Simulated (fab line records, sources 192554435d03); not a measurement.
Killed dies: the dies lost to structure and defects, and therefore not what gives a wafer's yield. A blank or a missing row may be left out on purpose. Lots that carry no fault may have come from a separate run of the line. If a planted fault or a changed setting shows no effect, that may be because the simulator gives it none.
Comparing a struck lot with a sound one | flow n5 finfet | 16 out of 1938 route steps
Sound: the wafers L889.1, L889.4, L889.5. Wafers L899.1, L899.2, L899.3 were the ones struck. Last of all comes the cause.
Each step with rows lists, per side, the tool, then ch with its chambers, then its first start. Under that, the readings that differ: sound wafers | struck wafers | difference of the means | sigmas: that difference in standard deviations of wafers without a fault.
alike: same words and numbers on both sides, and readings whose means sit less than 2 such deviations apart. not compared: any withheld reading, any reading some wafer has no value for, any bound like >300 that may hide the same value, and any number with overlapping values for which the record gives no deviation.
Wherever a step has rows on one side only, a row that says differs or no value, or a row with sigmas, the two part there. Numbers that have no deviation but don't overlap get no sigmas and don't part them. Lack of a reading on every wafer of one side parts them only where that side has two or more wafers.

first, 1 step without rows for these wafers: N5_BEOL_M3_SRD_43 (time 30 s).
N5_BEOL_M3_CD_MEAS_35: target cd 18 nm, target cd y 21 nm.
  struck on cd sem-02, day 9 22:37; sound on cd sem-03, day 8 00:10
  reading    | sound             | struck            | difference | sigmas
  cd nm (nm) | 17.65 17.64 17.56 | 18.47 18.24 18.28 | +0.71      | +2
N5_BEOL_M3_DEGAS_44: time 60 s.
  struck on pvd sputter-03, day 9 22:52; sound on pvd sputter-03, day 8 00:50
  alike: heater power w
N5_BEOL_M3_PRE_CLEAN_45: time 30 s.
  struck on pvd sputter-03, day 9 22:54; sound on pvd sputter-03, day 8 00:52
  alike: heater power w
then, 4 steps without rows for these wafers: N5_BEOL_M3_ALD_84 (deposits TaN, pulse time 2 s, purge time 3 s, co reactant purge time 2 s); N5_BEOL_M3_SURFACE_TREAT_85; N5_BEOL_M3_CVD_47 (deposits Co from CCTBA/H2, target thk 3 nm, time 223.8 s); N5_BEOL_M3_SPUTTER_48 (material Cu, target thk 4.5 nm, time 8.29 s).
N5_BEOL_M3_ANNEAL_49: time 240 s.
  struck on pvd sputter-01, day 9 23:44; sound on pvd sputter-03, day 8 01:28
  alike: heater power w, susceptor temp C
N5_BEOL_M3_SPUTTER_79: material Cu, target thk 4.5 nm, time 8.29 s.
  struck on pvd sputter-01, day 9 23:53; sound on pvd sputter-03, day 8 01:36
  alike: chuck sensor temp C, substrate temp c, throttle valve pct
N5_BEOL_M3_ANNEAL_80: time 240 s.
  struck on pvd sputter-01, day 9 23:58; sound on pvd sputter-03, day 8 01:41
  alike: heater power w, susceptor temp C
then, 1 step without rows for these wafers: N5_BEOL_M3_SPUTTER_81 (material Cu, target thk 4.5 nm, time 8.29 s).
N5_BEOL_M3_ANNEAL_82: time 240 s.
  struck on pvd sputter-01, day 10 00:24; sound on pvd sputter-03, day 8 01:54
  no value came back on the struck wafers for heater power w (W), susceptor temp C (C); on the sound wafers heater power w (W) reads 813 884 816
then, 1 step without rows for these wafers: N5_BEOL_M3_SPUTTER_86 (material Cu, target thk 4.5 nm, time 8.29 s).
N5_BEOL_M4_RC_MEAS_101:
  sound on prober-01 ch 0, day 8 16:07; struck on prober-01 ch 0, day 10 20:08
  alike: DIBL_N, DIBL_P, IOFF_N, IOFF_P, ION_N, ION_P, SS_N, SS_P, VT_N, VT_P
-- the record jumps here: 4 days lie between the struck wafers' starts before and after (it left off in module BEOL_M4 and takes up again in module PASSIVATION, whose first step shown is number 1936 of the route) --
N5_PASSIVATION_PROBE_49:
  struck on prober-01, day 15 04:33; sound on prober-02, day 13 04:38
  alike: defect limited yield, killed_at_M0_to_M3, killed_at_M4_up, killed at contacts, killed at front end, killed at other, killed dies, killed on rim, killed open, killed short, sort_bin_5_function, sort_bin_6_memory, sort n pass, sort yield pct

WHERE THEY PART
First at N5_BEOL_M3_CD_MEAS_35; last, within this record, at N5_BEOL_M3_ANNEAL_82. Later steps at which nothing parts them and some readings are alike: N5_BEOL_M4_RC_MEAS_101, N5_PASSIVATION_PROBE_49.

WHY: what had been put in by the simulator
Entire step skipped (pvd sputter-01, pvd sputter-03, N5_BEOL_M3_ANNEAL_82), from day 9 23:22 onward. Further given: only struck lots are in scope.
